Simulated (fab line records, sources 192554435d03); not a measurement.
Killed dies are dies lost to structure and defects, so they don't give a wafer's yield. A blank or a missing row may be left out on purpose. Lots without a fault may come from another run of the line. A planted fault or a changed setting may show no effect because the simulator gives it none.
fab line records | flow n5_finfet
record lots=24 wafers=72 last_day=19
route steps=1938 shown BEOL_M10@1471
lots that met no fault: from a run of the same line without faults
start_h: hours from the record's first day to the start of the lot's first wafer shown | wait_h: hours since the lot's step before | " the same as in the row above | L1.1+2: a row that stands for several wafers | - no value, or no start given | * or withheld: withheld | < > ~ a bound
route shown NAME@n: a module of which the file shows steps, and the number in the route of the first | usual: mean/standard deviation of fault-free wafers | same: alike in all rows | chamber/n: place in a boat | sites: the reading at each site | _std_site: their standard deviation | _edge_site: outer sites' mean less inner sites' | radius_mm: how far each site lies from the wafer's centre | mask NAME#n: copy n | behind: the tool/chamber that last shaped the wafer | hold: why the lot was held/for how many hours/how that ended | device: the transistor (n, p or np) that didn't switch | end of line: the same wafers' tests at the end of the route | a step without rows: its recipe alone | killed: dies lost to structure and defects at the first sort, not the wafer's yield | map: a wafer's dies, x killed, . not, _ none there
set.NAME: the setting as run; set.NAME@STEP: as run at that earlier step | model.NAME: the simulator's own value behind a step, which no gauge read
steps of the route over a sample of lots; a table a step, a row a wafer
services: from which hour (start_h, from the record's first day; less than 0 if before it) a tool's chamber was out of use, for how many hours, and why
## steps
# step N5_BEOL_M10_CURE_71
# recipe temp_c=385 time_s=240 ambient=He/Ar material=SiCOH_lowk
# usual lamp_power_pct=52.32/0.056 wafer_temp_C_max=386.7/0.55
# columns lot.wafer tool chamber start_h wait_h lamp_power_pct wafer_temp_C_max
L074.1 uv_cure-01 0 259.24 0.3 52.37 386.3
L074.3 " 0 " " 52.32 386.0
L074.5 " 0 " " 52.38 386.2
L076.2 uv_cure-03 0 259.42 0.2 52.27 386.5
L076.3 " 0 " " 52.20 386.8
L076.5 " 0 " " 52.33 386.3
L075.1 uv_cure-03 1 262.64 0.1 52.35 385.8
L075.3 " 1 " " 52.29 385.7
L075.6 " 1 " " 52.32 386.0
L077.2 uv_cure-02 1 267.00 0.1 52.31 386.2
L077.4 " 1 " " 52.29 386.4
L077.6 " 1 " " 52.33 386.4
L078.1 uv_cure-02 1 275.10 0.2 52.28 386.5
L078.4 " 1 " " 52.32 386.4
L078.6 " 1 " " 52.24 386.4
L079.1 uv_cure-02 0 287.42 0.0 52.38 386.4
L079.2 " 0 " " 52.27 386.8
L079.4 " 0 " " 52.24 386.8
L081.2 uv_cure-01 1 287.50 0.2 52.32 387.0
L081.4 " 1 " " 52.37 388.1
L081.6 " 1 " " 52.27 387.4
L080.1 uv_cure-02 2 292.30 0.0 52.28 386.1
L080.3 " 2 " " 52.38 386.6
L080.4 " 2 " " 52.20 386.5
L082.1 uv_cure-01 1 295.42 0.1 52.33 387.5
L082.4 " 1 " " 52.29 387.1
L082.6 " 1 " " 52.30 388.0
L085.2 uv_cure-03 2 298.96 0.2 52.25 387.5
L085.4 " 2 " " 52.31 387.2
L085.6 " 2 " " 52.35 387.1
L083.1 uv_cure-02 1 305.35 0.6 52.28 386.6
L083.2 " 1 " " 52.42 386.6
L083.5 " 1 " " 52.29 386.0
L084.2 uv_cure-02 0 317.48 0.1 52.37 386.4
L084.4 " 0 " " 52.28 386.2
L084.5 " 0 " " 52.30 386.4
L087.3 uv_cure-03 0 326.09 0.8 52.35 386.1
L087.4 " 0 " " 52.31 386.5
L087.5 " 0 " " 52.38 386.7
L086.2 uv_cure-02 2 327.34 0.1 52.39 386.3
L086.4 " 2 " " 52.37 386.3
L086.5 " 2 " " 52.28 386.2
L089.1 uv_cure-03 2 327.53 0.0 52.27 387.9
L089.2 " 2 " " 52.36 387.2
L089.4 " 2 " " 52.32 386.9
L088.1 uv_cure-02 1 340.42 0.0 52.42 386.7
L088.2 " 1 " " 52.33 386.5
L088.5 " 1 " " 52.26 386.1
L090.1 uv_cure-02 1 341.36 0.0 52.28 386.0
L090.4 " 1 " " 52.28 386.3
L090.6 " 1 " " 52.30 386.6
L091.1 uv_cure-03 0 363.71 0.0 52.34 386.6
L091.2 " 0 " " 52.30 385.9
L091.4 " 0 " " 52.27 387.3
L092.2 uv_cure-02 0 365.76 0.4 52.34 386.4
L092.3 " 0 " " 52.28 386.5
L092.5 " 0 " " 52.28 386.8
L093.2 uv_cure-01 1 374.09 0.1 52.35 386.9
L093.4 " 1 " " 52.27 387.1
L093.6 " 1 " " 52.42 387.0
L094.3 uv_cure-02 2 374.21 0.4 52.34 386.2
L094.4 " 2 " " 52.29 386.6
L094.5 " 2 " " 52.23 386.6
L095.1 uv_cure-01 0 374.49 0.3 52.31 386.9
L095.3 " 0 " " 52.29 386.7
L095.4 " 0 " " 52.41 386.7
L096.1 uv_cure-03 0 374.64 0.2 52.37 386.6
L096.3 " 0 " " 52.28 387.1
L096.4 " 0 " " 52.40 386.1
L097.1 uv_cure-01 1 393.31 0.0 52.36 387.3
L097.3 " 1 " " 52.38 387.3
L097.6 " 1 " " 52.35 387.7
# step N5_BEOL_M10_THK_MEAS_01
# recipe reads=SiCOH_lowk_of_BEOL_M10_ILD_DEP_00
# usual M10_ILD_THK=267/3.5
# columns lot.wafer tool chamber start_h wait_h M10_ILD_THK[nm]
L074.1 film_metro-02 - 259.75 0.4 261
L074.3 " - " " 265
L074.5 " - " " 267
L076.2 film_metro-02 - 259.86 0.4 263
L076.3 " - " " 265
L076.5 " - " " 273
L075.1 film_metro-02 - 263.15 0.4 261
L075.3 " - " " 264
L075.6 " - " " 267
L077.2 film_metro-01 - 267.43 0.4 263
L077.4 " - " " 267
L077.6 " - " " 274
L078.1 film_metro-01 - 275.61 0.4 261
L078.4 " - " " 269
L078.6 " - " " 270
L079.1 film_metro-01 - 287.94 0.4 267
L079.2 " - " " 267
L079.4 " - " " 271
L081.2 film_metro-01 - 288.34 0.7 263
L081.4 " - " " 266
L081.6 " - " " 264
L080.1 film_metro-02 - 292.81 0.4 267
L080.3 " - " " 269
L080.4 " - " " 275
L082.1 film_metro-01 - 296.42 0.8 268
L082.4 " - " " 267
L082.6 " - " " 268
L085.2 film_metro-02 - 299.79 0.7 266
L085.4 " - " " 270
L085.6 " - " " 269
L083.1 film_metro-02 - 305.86 0.4 268
L083.2 " - " " 262
L083.5 " - " " 275
L084.2 film_metro-01 - 317.91 0.4 266
L084.4 " - " " 268
L084.5 " - " " 269
L087.3 film_metro-02 - 326.77 0.5 267
L087.4 " - " " 268
L087.5 " - " " 271
L086.2 film_metro-01 - 327.77 0.4 266
L086.4 " - " " 270
L086.5 " - " " 269
L089.1 film_metro-01 - 328.52 0.8 265
L089.2 " - " " 264
L089.4 " - " " 269
L088.1 film_metro-02 - 340.93 0.4 269
L088.2 " - " " 266
L088.5 " - " " 270
L090.1 film_metro-02 - 341.87 0.4 263
L090.4 " - " " 269
L090.6 " - " " 264
L091.1 film_metro-01 - 364.22 0.4 264
L091.2 " - " " 266
L091.4 " - " " 265
L092.2 film_metro-01 - 366.60 0.7 263
L092.3 " - " " 264
L092.5 " - " " 273
L093.2 film_metro-01 - 374.52 0.4 265
L093.4 " - " " 267
L093.6 " - " " 268
L094.3 film_metro-01 - 374.88 0.5 266
L094.4 " - " " 265
L094.5 " - " " 269
L095.1 film_metro-02 - 375.00 0.4 269
L095.3 " - " " 267
L095.4 " - " " 272
L096.1 film_metro-01 - 375.15 0.4 258
L096.3 " - " " 263
L096.4 " - " " 266
L097.1 film_metro-02 - 393.82 0.4 268
L097.3 " - " " 269
L097.6 " - " " 273
# step N5_BEOL_M10_ETCH_62
# recipe chemistry=N2/H2 target=SOC target_depth_a=1100 overetch_a=220 mask_material=SiARC temp_c=40 time_s=165 ion_energy_ev=200 pressure_mtorr=30 source_w=840 bias_w=150 n2_flow_sccm=200 h2_flow_sccm=200
# usual drypump_motor_current_A=5.7/0.42 oes_product_au=0.69/0.052 rf_vpp_V=524/3.4 showerhead_plenum_p_Torr=2.56/0.12 throttle_valve_pct=17.79/0.26
# columns lot.wafer tool chamber start_h wait_h drypump_motor_current_A oes_product_au rf_hours_counter_h rf_vpp_V showerhead_plenum_p_Torr throttle_valve_pct
L074.1 rie_diel-01 2 262.44 0.0 5.1 0.74 36 523 2.47 17.32
L074.3 " 3 " " 6.5 0.71 60 527 2.68 17.91
L074.5 " 1 " " 5.8 0.71 - 521 2.48 17.88
L076.2 rie_diel-05 1 263.23 0.0 5.6 0.73 45 521 2.49 17.80
L076.3 " 0 " " 5.5 0.64 146 519 2.35 18.27
L076.5 " 2 " " 5.6 0.69 - 528 2.65 17.67
L075.1 rie_diel-05 3 264.41 0.0 5.5 0.78 13 524 2.61 17.75
L075.3 " 0 " " 5.6 0.65 147 518 2.35 18.27
L075.6 " 0 " " 5.6 0.65 - 517 2.35 18.28
L077.2 rie_diel-03 3 272.21 0.0 6.4 0.59 217 523 2.49 17.55
L077.4 " 2 " " 5.7 0.83 1 527 2.73 17.73
L077.6 " 3 " " 6.4 0.59 - 524 2.49 17.55
L078.1 rie_diel-01 2 277.69 0.0 5.1 0.73 43 523 2.46 17.35
L078.4 " 3 " " 6.5 0.70 68 530 2.68 17.93
L078.6 " 0 " " 5.6 0.71 - 521 2.48 17.84
L079.1 rie_diel-05 3 289.56 0.0 5.5 0.76 18 526 2.61 17.77
L079.2 " 0 " " 5.5 0.64 152 519 2.35 18.28
L079.4 " 1 " " 5.6 0.73 51 521 2.49 17.81
L081.2 rie_diel-03 1 290.74 0.0 5.5 0.70 90 528 2.70 18.04
L081.4 " 0 " " 5.6 0.74 37 528 2.70 17.56
L081.6 " 2 " " 5.7 0.79 - 529 2.73 17.76
L080.1 rie_diel-01 1 294.63 0.0 5.8 0.70 100 521 2.48 17.90
L080.3 " 2 " " 5.1 0.73 49 522 2.46 17.37
L080.4 " 0 " " 5.6 0.70 64 521 2.48 17.84
L082.1 rie_diel-01 3 297.51 0.0 6.5 0.70 75 528 2.68 17.92
L082.4 " 1 " " 5.8 0.70 101 521 2.48 17.91
L082.6 " 2 " " 5.1 0.72 - 523 2.46 17.36
L085.2 rie_diel-03 3 302.83 0.0 6.5 0.58 231 523 2.49 17.57
L085.4 " 0 " " 5.6 0.73 42 527 2.70 17.56
L085.6 " 0 " " 5.7 0.74 - 527 2.70 17.56
L083.1 rie_diel-03 2 308.12 0.0 5.7 0.77 17 530 2.73 17.77
L083.2 " 1 " " 5.5 0.69 97 527 2.69 18.04
L083.5 " 1 " " 5.5 0.69 - 527 2.69 18.05
L084.2 rie_diel-01 2 321.78 0.0 5.1 0.71 58 522 2.46 17.36
L084.4 " 2 " " 5.1 0.72 - 524 2.46 17.38
L084.5 " 1 " " 5.8 0.69 - 521 2.47 17.91
L087.3 rie_diel-05 0 330.03 0.0 5.5 0.63 165 518 2.34 18.31
L087.4 " 1 " " 5.6 0.70 66 523 2.48 17.82
L087.5 " 0 " " 5.5 0.63 - 517 2.34 18.31
L086.2 rie_diel-01 2 330.28 0.1 5.1 0.71 62 521 2.46 17.38
L086.4 " 3 " " 6.5 0.68 - 528 2.67 17.93
L086.5 " 2 " " 5.1 0.72 - 525 2.46 17.38
L089.1 rie_diel-03 2 330.69 0.0 5.6 0.75 27 527 2.72 17.78
L089.2 " 1 " " 5.5 0.68 108 527 2.69 18.08
L089.4 " 2 " " 5.6 0.75 - 528 2.72 17.78
L088.1 rie_diel-03 1 343.15 0.0 5.5 0.67 112 527 2.69 18.08
L088.2 " 0 " " 5.6 0.73 49 527 2.69 17.57
L088.5 " 2 " " 5.7 0.75 - 528 2.72 17.80
L090.1 rie_diel-01 1 343.34 0.0 5.8 0.68 117 521 2.47 17.94
L090.4 " 1 " " 5.8 0.68 - 521 2.47 17.95
L090.6 " 2 " " 5.1 0.71 - 522 2.45 17.40
L091.1 rie_diel-01 3 367.98 0.0 6.4 0.67 105 527 2.66 17.97
L091.2 " 2 " " 5.1 0.70 81 521 2.45 17.41
L091.4 " 1 " " 5.8 0.68 - 522 2.47 17.95
L092.2 rie_diel-05 2 368.41 0.0 5.6 0.66 122 528 2.64 17.71
L092.3 " 0 " " 5.5 0.62 179 518 2.34 18.34
L092.5 " 2 " " 5.7 0.66 - 527 2.64 17.74
L093.2 rie_diel-01 1 378.52 0.0 5.8 0.67 135 520 2.46 17.96
L093.4 " 1 " " 5.8 0.67 - 520 2.46 17.98
L093.6 " 2 " " 5.1 0.69 - 522 2.45 17.43
L094.3 rie_diel-05 3 378.69 0.0 5.5 0.71 50 523 2.60 17.81
L094.4 " 2 " " 5.7 0.67 125 527 2.64 17.75
L094.5 " 2 " " 5.6 0.65 - 529 2.64 17.74
L095.1 rie_diel-03 2 378.88 0.0 5.7 0.73 45 528 2.71 17.81
L095.3 " 3 " " 6.4 0.81 3 523 2.48 17.17
L095.4 " 1 " " 5.5 0.66 125 528 2.68 18.09
L096.1 rie_diel-05 3 379.05 0.0 5.5 0.71 50 524 2.60 17.82
L096.3 " 2 " " 5.6 0.66 125 528 2.64 17.74
L096.4 " 1 " " 5.6 0.69 83 521 2.47 17.87
L097.1 rie_diel-05 2 394.94 0.0 5.7 0.66 128 527 2.64 17.74
L097.3 " 3 " " 5.5 0.70 57 525 2.59 17.84
L097.6 " 0 " " 5.6 0.61 - 517 2.34 18.35
# step N5_BEOL_M10_CD_MEAS_18
# recipe pitch_nm=140 target_cd_nm=70
# usual cd_nm=69.9/0.65
# columns lot.wafer tool chamber start_h wait_h cd_nm
L074.1 cd_sem-03 - 262.82 0.0 69.6
L074.3 " - " " 70.9
L074.5 " - " " 69.0
L076.2 cd_sem-03 - 263.73 0.1 70.2
L076.3 " - " " 70.4
L076.5 " - " " 70.2
L075.1 cd_sem-03 - 264.86 0.0 69.9
L075.3 " - " " 69.1
L075.6 " - " " 70.0
L077.2 cd_sem-02 - 273.16 0.1 69.7
L077.4 " - " " 70.1
L077.6 " - " " 69.8
L078.1 cd_sem-03 - 278.39 0.0 70.6
L078.4 " - " " 70.5
L078.6 " - " " 68.9
L079.1 cd_sem-02 - 290.04 0.0 68.9
L079.2 " - " " 69.7
L079.4 " - " " 69.1
L081.2 cd_sem-03 - 291.24 0.1 70.4
L081.4 " - " " 70.2
L081.6 " - " " 71.1
L080.1 cd_sem-03 - 295.06 0.1 70.4
L080.3 " - " " 70.6
L080.4 " - " " 70.0
L082.1 cd_sem-01 - 297.88 0.0 70.4
L082.4 " - " " 68.8
L082.6 " - " " 70.0
L085.2 cd_sem-02 - 303.20 0.1 69.9
L085.4 " - " " 70.9
L085.6 " - " " 70.7
L083.1 cd_sem-03 - 308.66 0.0 70.7
L083.2 " - " " 70.9
L083.5 " - " " 69.7
L084.2 cd_sem-02 - 322.35 0.1 70.5
L084.4 " - " " 71.3
L084.5 " - " " 69.1
L087.3 cd_sem-02 - 330.40 0.1 69.7
L087.4 " - " " 69.4
L087.5 " - " " 70.5
L086.2 cd_sem-02 - 330.75 0.1 70.0
L086.4 " - " " 70.1
L086.5 " - " " 70.3
L089.1 cd_sem-01 - 331.05 0.0 69.6
L089.2 " - " " 69.4
L089.4 " - " " 69.1
L088.1 cd_sem-03 - 343.58 0.0 69.2
L088.2 " - " " 69.6
L088.5 " - " " 70.3
L090.1 cd_sem-03 - 343.75 0.0 69.8
L090.4 " - " " 69.3
L090.6 " - " " 70.1
L091.1 cd_sem-02 - 368.36 0.0 69.3
L091.2 " - " " 69.2
L091.4 " - " " 69.2
L092.2 cd_sem-03 - 368.79 0.1 69.8
L092.3 " - " " 70.0
L092.5 " - " " 70.1
L093.2 cd_sem-03 - 378.93 0.1 71.4
L093.4 " - " " 70.1
L093.6 " - " " 70.8
L094.3 cd_sem-02 - 379.16 0.1 69.4
L094.4 " - " " 69.5
L094.5 " - " " 69.8
L095.1 cd_sem-02 - 379.26 0.1 69.8
L095.3 " - " " 68.9
L095.4 " - " " 68.9
L096.1 cd_sem-03 - 379.45 0.0 70.7
L096.3 " - " " 68.9
L096.4 " - " " 70.0
L097.1 cd_sem-03 - 395.35 0.1 69.3
L097.3 " - " " 71.2
L097.6 " - " " 70.0
# step N5_BEOL_M10_ETCH_65
# recipe chemistry=CF4 target=SiARC target_depth_a=390 mask_material=CAR-ArF time_s=65 ion_energy_ev=80 pressure_mtorr=40 source_w=545 bias_w=36 Ar_flow_sccm=100 cf4_flow_sccm=100 ends=cleared
# usual drypump_motor_current_A=5.7/0.33 etch_rf_on_time_s=64.8/1.8 oes_product_au=0.70/0.058 rf_vpp_V=184.2/1.5 showerhead_plenum_p_Torr=2.16/0.097 throttle_valve_pct=15.57/0.18
# columns lot.wafer tool chamber start_h wait_h drypump_motor_current_A etch_rf_on_time_s oes_product_au rf_hours_counter_h rf_vpp_V showerhead_plenum_p_Torr throttle_valve_pct
L076.2 rie_diel-01 2 265.74 0.0 5.1 63.1 0.76 37 182.9 2.09 15.30
L076.3 " 3 " " 6.4 62.1 0.73 62 185.3 2.28 15.88
L076.5 " 3 " " 6.4 61.7 0.73 - 185.5 2.28 15.88
L074.1 rie_diel-01 1 266.68 0.0 5.8 61.6 0.74 89 182.8 2.09 15.47
L074.3 " 2 " " 5.1 63.0 0.76 37 182.9 2.09 15.32
L074.5 " 0 " " 5.6 65.0 0.72 - 182.9 2.09 15.56
L075.1 rie_diel-01 2 267.60 0.0 5.1 64.5 0.75 38 183.3 2.09 15.33
L075.3 " 1 " " 5.8 62.4 0.74 89 181.7 2.09 15.47
L075.6 " 2 " " 5.1 64.5 0.75 - 182.6 2.09 15.30
L077.2 rie_diel-03 2 275.56 0.0 5.7 69.1 0.80 2 185.7 2.27 15.41
L077.4 " 0 " " 5.7 64.3 0.76 29 185.8 2.28 15.28
L077.6 " 2 " " 5.6 68.4 0.79 - 184.4 2.27 15.42
L078.1 rie_diel-03 1 281.01 0.0 5.4 63.3 0.72 85 186.3 2.24 15.56
L078.4 " 0 " " 5.6 63.5 0.77 32 185.4 2.28 15.28
L078.6 " 3 " " 6.4 63.9 0.60 - 183.8 2.11 15.54
L079.1 rie_diel-05 2 291.67 0.0 5.7 65.1 0.70 94 185.2 2.24 15.53
L079.2 " 0 " " 5.5 65.8 0.65 153 182.3 1.96 15.92
L079.4 " 1 " " 5.6 66.1 0.71 52 183.4 2.10 15.54
L081.2 rie_diel-03 3 293.89 0.0 6.4 64.2 0.59 228 180.5 2.11 15.56
L081.4 " 2 " " 5.6 68.4 0.77 11 185.9 2.27 15.44
L081.6 " 0 " " 5.6 64.4 0.75 - 186.3 2.27 15.29
L080.1 rie_diel-05 3 295.60 0.0 5.5 62.8 0.77 21 185.3 2.19 15.59
L080.3 " 1 " " 5.6 67.1 0.71 54 182.2 2.10 15.54
L080.4 " 1 " " 5.6 66.8 0.71 - 183.2 2.10 15.55
L082.1 rie_diel-03 0 301.69 0.0 5.6 64.0 0.75 41 186.5 2.27 15.29
L082.4 " 2 " " 5.7 68.2 0.76 14 186.1 2.27 15.44
L082.6 " 1 " " 5.5 63.1 0.71 - 184.7 2.23 15.59
L085.2 rie_diel-05 0 304.10 0.0 5.5 65.1 0.65 155 181.7 1.96 15.91
L085.4 " 2 " " 5.6 65.1 0.68 99 183.9 2.24 15.54
L085.6 " 0 " " 5.5 65.0 0.64 - 180.8 1.96 15.92
L083.1 rie_diel-05 3 309.77 0.0 5.5 62.4 0.77 26 184.3 2.19 15.60
L083.2 " 0 " " 5.6 65.1 0.64 158 180.4 1.96 15.94
L083.5 " 2 " " 5.6 66.6 0.67 - 184.6 2.24 15.55
L084.2 rie_diel-03 1 324.09 0.0 5.4 62.6 0.70 105 186.1 2.23 15.60
L084.4 " 3 " " 6.5 63.4 0.59 - 184.0 2.10 15.57
L084.5 " 1 " " 5.5 62.8 0.70 - 185.4 2.23 15.60
L087.3 rie_diel-03 2 330.95 0.0 5.7 67.6 0.75 27 185.2 2.26 15.46
L087.4 " 2 " " 5.6 68.0 0.74 - 184.4 2.26 15.46
L087.5 " 1 " " 5.4 63.4 0.70 - 186.0 2.23 15.61
L089.1 rie_diel-03 0 332.86 0.0 5.6 63.8 0.74 46 184.3 2.27 15.30
L089.2 " 2 " " 5.7 67.4 0.74 28 186.2 2.26 15.45
L089.4 " 3 " " 6.5 64.4 0.58 243 183.6 2.10 15.59
L086.2 rie_diel-05 0 333.08 0.0 5.5 66.5 0.63 166 181.0 1.96 15.93
L086.4 " 3 " " 5.5 62.9 0.76 34 184.7 2.19 15.62
L086.5 " 2 " " 5.6 66.3 0.67 - 185.8 2.24 15.56
L088.1 rie_diel-03 2 346.71 0.0 5.7 67.4 0.74 33 186.6 2.26 15.48
L088.2 " 3 " " 6.4 64.7 0.57 250 184.2 2.10 15.62
L088.5 " 1 " " 5.5 63.1 0.70 - 185.9 2.23 15.61
L090.1 rie_diel-05 3 346.81 0.0 5.5 61.8 0.74 40 182.7 2.19 15.64
L090.4 " 1 " " 5.6 65.5 0.70 73 182.4 2.10 15.58
L090.6 " 2 " " 5.6 65.2 0.67 - 184.6 2.23 15.57
L092.2 rie_diel-05 1 370.60 0.0 5.5 65.9 0.69 81 184.3 2.09 15.62
L092.3 " 3 " " 5.5 63.4 0.73 47 183.7 2.18 15.63
L092.5 " 2 " " 5.7 66.2 0.67 - 184.5 2.23 15.58
L091.1 rie_diel-03 1 370.77 0.0 5.4 63.0 0.68 122 185.0 2.22 15.65
L091.2 " 0 " " 5.6 64.0 0.72 60 185.9 2.27 15.33
L091.4 " 2 " " 5.6 67.3 0.73 43 185.7 2.26 15.50
L094.3 rie_diel-03 1 381.57 0.0 5.5 63.6 0.68 125 185.6 2.22 15.65
L094.4 " 3 " " 6.4 63.9 0.82 3 183.4 2.10 15.10
L094.5 " 1 " " 5.5 63.0 0.69 - 184.9 2.22 15.66
L095.1 rie_diel-05 0 381.97 0.0 5.5 66.1 0.62 183 183.0 1.95 15.99
L095.3 " 1 " " 5.6 66.1 0.69 84 182.4 2.09 15.62
L095.4 " 0 " " 5.5 65.8 0.62 - 182.3 1.95 15.98
L096.1 rie_diel-03 2 382.14 0.0 5.7 68.2 0.71 46 185.7 2.26 15.50
L096.3 " 1 " " 5.4 63.4 0.68 125 185.4 2.22 15.64
L096.4 " 0 " " 5.6 64.7 0.72 63 185.7 2.26 15.34
L093.2 rie_diel-05 1 382.70 0.0 5.6 66.8 0.69 85 182.2 2.09 15.62
L093.4 " 3 " " 5.5 64.0 0.73 - 184.5 2.18 15.64
L093.6 " 1 " " 5.5 66.1 0.69 - 183.1 2.09 15.60
L097.1 rie_diel-05 3 396.43 0.0 5.5 63.2 0.73 58 183.9 2.18 15.65
L097.3 " 0 " " 5.5 65.5 0.62 191 182.1 1.95 16.00
L097.6 " 3 " " 5.5 62.8 0.72 - 184.4 2.18 15.65
# step N5_BEOL_M10_ETCH_66
# recipe chemistry=N2/H2 target=SOC target_depth_a=1200 overetch_a=240 mask_material=SiARC temp_c=40 time_s=180 ion_energy_ev=200 pressure_mtorr=30 source_w=840 bias_w=150 n2_flow_sccm=200 h2_flow_sccm=200
# usual drypump_motor_current_A=5.7/0.33 oes_product_au=0.66/0.055 rf_vpp_V=525/3.4 showerhead_plenum_p_Torr=2.58/0.12 throttle_valve_pct=17.81/0.25
# columns lot.wafer tool chamber start_h wait_h drypump_motor_current_A oes_product_au rf_hours_counter_h rf_vpp_V showerhead_plenum_p_Torr throttle_valve_pct
L076.2 rie_diel-01 2 265.79 0.0 5.1 0.71 37 523 2.47 17.33
L076.3 " 3 " " 6.5 0.68 62 529 2.68 17.90
L076.5 " 3 " " 6.5 0.68 - 526 2.68 17.89
L074.1 rie_diel-01 1 266.73 0.0 5.8 0.67 89 522 2.48 17.87
L074.3 " 2 " " 5.1 0.71 37 522 2.47 17.31
L074.5 " 0 " " 5.6 0.68 - 523 2.48 17.81
L075.1 rie_diel-01 2 267.65 0.0 5.1 0.71 38 521 2.47 17.34
L075.3 " 1 " " 5.8 0.68 89 523 2.48 17.90
L075.6 " 2 " " 5.1 0.70 - 523 2.47 17.32
L077.2 rie_diel-03 2 275.61 0.0 5.7 0.78 2 528 2.73 17.73
L077.4 " 0 " " 5.6 0.72 30 527 2.70 17.54
L077.6 " 2 " " 5.7 0.78 - 531 2.73 17.75
L078.1 rie_diel-03 1 281.06 0.0 5.5 0.67 85 527 2.70 18.03
L078.4 " 0 " " 5.6 0.71 32 527 2.70 17.55
L078.6 " 3 " " 6.4 0.55 - 524 2.49 17.55
L079.1 rie_diel-05 2 291.72 0.0 5.6 0.66 94 527 2.65 17.68
L079.2 " 0 " " 5.5 0.61 153 519 2.35 18.29
L079.4 " 1 " " 5.6 0.69 52 522 2.48 17.80
L081.2 rie_diel-03 3 293.94 0.0 6.5 0.56 228 523 2.49 17.57
L081.4 " 2 " " 5.7 0.74 11 529 2.73 17.75
L081.6 " 0 " " 5.7 0.71 - 528 2.70 17.55
L080.1 rie_diel-05 3 295.65 0.0 5.5 0.72 21 525 2.61 17.77
L080.3 " 1 " " 5.6 0.68 54 521 2.48 17.82
L080.4 " 1 " " 5.6 0.68 - 523 2.48 17.79
L082.1 rie_diel-03 0 301.74 0.0 5.6 0.70 41 527 2.70 17.55
L082.4 " 2 " " 5.7 0.75 14 528 2.73 17.77
L082.6 " 1 " " 5.4 0.66 - 527 2.70 18.05
L085.2 rie_diel-05 0 304.15 0.0 5.6 0.61 155 518 2.35 18.27
L085.4 " 2 " " 5.7 0.65 99 528 2.65 17.67
L085.6 " 0 " " 5.6 0.62 - 519 2.35 18.28
L083.1 rie_diel-05 3 309.82 0.0 5.5 0.71 27 526 2.61 17.77
L083.2 " 0 " " 5.5 0.60 158 518 2.35 18.30
L083.5 " 2 " " 5.7 0.64 - 526 2.65 17.70
L084.2 rie_diel-03 1 324.14 0.0 5.5 0.65 105 528 2.69 18.05
L084.4 " 3 " " 6.4 0.55 - 523 2.49 17.58
L084.5 " 1 " " 5.4 0.65 - 528 2.69 18.06
L087.3 rie_diel-03 2 331.00 0.0 5.7 0.72 27 529 2.72 17.79
L087.4 " 2 " " 5.7 0.72 - 528 2.72 17.79
L087.5 " 1 " " 5.5 0.65 - 529 2.69 18.06
L089.1 rie_diel-03 0 332.91 0.0 5.7 0.70 46 527 2.70 17.55
L089.2 " 2 " " 5.7 0.72 28 527 2.72 17.79
L089.4 " 3 " " 6.4 0.54 243 523 2.48 17.61
L086.2 rie_diel-05 0 333.13 0.0 5.5 0.61 166 518 2.34 18.32
L086.4 " 3 " " 5.5 0.70 34 526 2.60 17.80
L086.5 " 2 " " 5.6 0.64 - 527 2.65 17.70
L088.1 rie_diel-03 2 346.76 0.0 5.7 0.71 33 529 2.72 17.80
L088.2 " 3 " " 6.4 0.54 250 523 2.48 17.61
L088.5 " 1 " " 5.5 0.65 - 527 2.69 18.08
L090.1 rie_diel-05 3 346.86 0.0 5.5 0.70 40 524 2.60 17.79
L090.4 " 1 " " 5.6 0.66 73 520 2.48 17.84
L090.6 " 2 " " 5.6 0.63 - 528 2.64 17.71
L092.2 rie_diel-05 1 370.65 0.0 5.6 0.66 81 521 2.47 17.84
L092.3 " 3 " " 5.5 0.69 47 525 2.60 17.81
L092.5 " 2 " " 5.6 0.63 - 526 2.64 17.72
L091.1 rie_diel-03 1 370.82 0.0 5.5 0.64 122 527 2.68 18.08
L091.2 " 0 " " 5.6 0.68 60 528 2.69 17.59
L091.4 " 2 " " 5.7 0.70 43 529 2.72 17.80
L094.3 rie_diel-03 1 381.62 0.0 5.4 0.64 125 527 2.68 18.09
L094.4 " 3 " " 6.5 0.77 3 524 2.48 17.16
L094.5 " 1 " " 5.5 0.64 - 527 2.68 18.09
L095.1 rie_diel-05 0 382.02 0.0 5.6 0.59 183 518 2.34 18.33
L095.3 " 1 " " 5.5 0.66 84 522 2.47 17.85
L095.4 " 0 " " 5.6 0.59 - 517 2.34 18.33
L096.1 rie_diel-03 2 382.19 0.0 5.7 0.69 46 528 2.71 17.82
L096.3 " 1 " " 5.4 0.64 125 530 2.68 18.08
L096.4 " 0 " " 5.7 0.68 63 528 2.69 17.60
L093.2 rie_diel-05 1 382.75 0.0 5.6 0.66 85 522 2.47 17.88
L093.4 " 3 " " 5.5 0.67 - 526 2.59 17.81
L093.6 " 1 " " 5.6 0.66 - 522 2.47 17.87
L097.1 rie_diel-05 3 396.48 0.0 5.5 0.67 58 525 2.59 17.83
L097.3 " 0 " " 5.5 0.58 191 516 2.33 18.34
L097.6 " 3 " " 5.5 0.68 - 525 2.59 17.84
## services
# columns tool chamber start_h hours kind
uv_cure-03 - 243.33 1.0 pm
rie_diel-03 2 243.45 - clean
rie_diel-03 2 243.45 - consumable_replace:focus_ring
rie_diel-03 2 243.45 - consumable_replace:showerhead
rie_diel-03 2 243.45 24.1 scheduled_down
rie_diel-03 2 243.45 24.1 vent_cycle
rie_diel-03 - 255.51 15.6 pm
rie_diel-05 - 266.94 15.6 pm
uv_cure-01 - 270.15 1.0 pm
rie_diel-01 - 288.94 2.8 pm
rie_diel-05 0 293.56 3.4 repair
uv_cure-01 - 298.54 7.7 repair
uv_cure-02 - 310.03 0.7 repair
rie_diel-03 3 348.27 - clean
rie_diel-03 3 348.27 - consumable_replace:focus_ring
rie_diel-03 3 348.27 19.9 scheduled_down
rie_diel-03 3 348.27 19.9 vent_cycle
uv_cure-03 - 364.37 2.1 pm
rie_diel-05 2 381.55 8.7 repair
rie_diel-01 2 385.76 11.6 repair
uv_cure-02 - 391.77 1.0 pm
## key
fault none
